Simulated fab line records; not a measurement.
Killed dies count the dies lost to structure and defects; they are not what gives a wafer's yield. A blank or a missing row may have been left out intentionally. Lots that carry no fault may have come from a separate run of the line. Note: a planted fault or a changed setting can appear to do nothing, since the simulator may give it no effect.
Matching of chambers / flow n5_finfet / 3 sister chambers for N5_BEOL_M0_SAQP_PECVD_03 on pecvd-04
The step deposits SiCN from 3MS/NH3, target thk 12 nm, time 21.1 s. 14 wafers are shown with their chamber, then 7 later ones without.

## WAFERS WITH THEIR CHAMBER
wafer=L074.2; chamber=0; throttle_valve_pct (%)=9.6; showerhead_plenum_p_Torr (Torr)=3.664; showerhead_vpp_V (V)=882
wafer=L074.3; chamber=2; throttle_valve_pct (%)=8.9; showerhead_plenum_p_Torr (Torr)=3.672; showerhead_vpp_V (V)=888
wafer=L074.6; chamber=1; throttle_valve_pct (%)=9.0; showerhead_plenum_p_Torr (Torr)=3.655; showerhead_vpp_V (V)=916
wafer=L075.1; chamber=1; throttle_valve_pct (%)=9.4; showerhead_plenum_p_Torr (Torr)=3.644; showerhead_vpp_V (V)=927
wafer=L075.3; chamber=2; throttle_valve_pct (%)=8.9; showerhead_plenum_p_Torr (Torr)=3.690; showerhead_vpp_V (V)=882
wafer=L075.5; chamber=1; throttle_valve_pct (%)=9.3; showerhead_plenum_p_Torr (Torr)=3.638; showerhead_vpp_V (V)=910
wafer=L076.2; chamber=0; throttle_valve_pct (%)=9.4; showerhead_plenum_p_Torr (Torr)=3.662; showerhead_vpp_V (V)=896
wafer=L076.5; chamber=2; throttle_valve_pct (%)=8.8; showerhead_plenum_p_Torr (Torr)=3.685; showerhead_vpp_V (V)=876
wafer=L076.6; chamber=0; throttle_valve_pct (%)=9.4; showerhead_plenum_p_Torr (Torr)=3.669; showerhead_vpp_V (V)=888
wafer=L079.1; chamber=2; throttle_valve_pct (%)=9.0; showerhead_plenum_p_Torr (Torr)=3.670; showerhead_vpp_V (V)=900
wafer=L079.2; chamber=1; throttle_valve_pct (%)=9.1; showerhead_plenum_p_Torr (Torr)=3.638; showerhead_vpp_V (V)=908
wafer=L079.5; chamber=1; throttle_valve_pct (%)=9.2; showerhead_plenum_p_Torr (Torr)=3.650; showerhead_vpp_V (V)=911
wafer=L085.3; chamber=0; throttle_valve_pct (%)=9.4; showerhead_plenum_p_Torr (Torr)=3.674; showerhead_vpp_V (V)=900
wafer=L085.5; chamber=2; throttle_valve_pct (%)=8.8; showerhead_plenum_p_Torr (Torr)=3.669; showerhead_vpp_V (V)=875

SIGNATURES, as means of the wafers listed above
reading=throttle_valve_pct; chamber 0=9.450; chamber 1=9.200; chamber 2=8.880; scatter within a chamber=0.12
reading=showerhead_plenum_p_Torr; chamber 0=3.66725; chamber 1=3.64500; chamber 2=3.67720; scatter within a chamber=0.00787
reading=showerhead_vpp_V; chamber 0=891.50; chamber 1=914.40; chamber 2=884.20; scatter within a chamber=8.79
Rule: distance of a wafer from a chamber = root of the sum over the readings of ((wafer's reading minus chamber's mean) / reading's scatter) squared. The wafer belongs to the nearest chamber; if the next one is less than 2 further off, it can't be placed. The scatter: take each reading less its chamber's mean, square it, sum over the shown wafers, divide by the number of wafers less the number of chambers, and take the root.

## WAFERS MISSING THEIR CHAMBER
wafer=L085.6; throttle_valve_pct (%)=9.3; showerhead_plenum_p_Torr (Torr)=3.659; showerhead_vpp_V (V)=893
wafer=L087.3; throttle_valve_pct (%)=9.5; showerhead_plenum_p_Torr (Torr)=3.665; showerhead_vpp_V (V)=887
wafer=L087.4; throttle_valve_pct (%)=9.0; showerhead_plenum_p_Torr (Torr)=3.671; showerhead_vpp_V (V)=896
wafer=L087.5; throttle_valve_pct (%)=9.2; showerhead_plenum_p_Torr (Torr)=3.647; showerhead_vpp_V (V)=910
wafer=L097.1; throttle_valve_pct (%)=8.2; showerhead_plenum_p_Torr (Torr)=3.668; showerhead_vpp_V (V)=870
wafer=L097.3; throttle_valve_pct (%)=9.5; showerhead_plenum_p_Torr (Torr)=3.664; showerhead_vpp_V (V)=876
wafer=L097.6; throttle_valve_pct (%)=8.1; showerhead_plenum_p_Torr (Torr)=3.674; showerhead_vpp_V (V)=893

## CHAMBER TAKEN BY EACH
wafer=L085.6; from the rows above=can't be placed: 0 or 1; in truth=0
wafer=L087.3; from the rows above=0; in truth=0
wafer=L087.4; from the rows above=can't be placed: 2 or 0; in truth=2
wafer=L087.5; from the rows above=1; in truth=1
wafer=L097.1; from the rows above=2; in truth=2
wafer=L097.3; from the rows above=0; in truth=0
wafer=L097.6; from the rows above=2; in truth=2
Correct placement for 5 of the 7. Unplaceable from these rows: 2, with the true chamber sitting among the candidates in 2. Wrongly placed: 0.
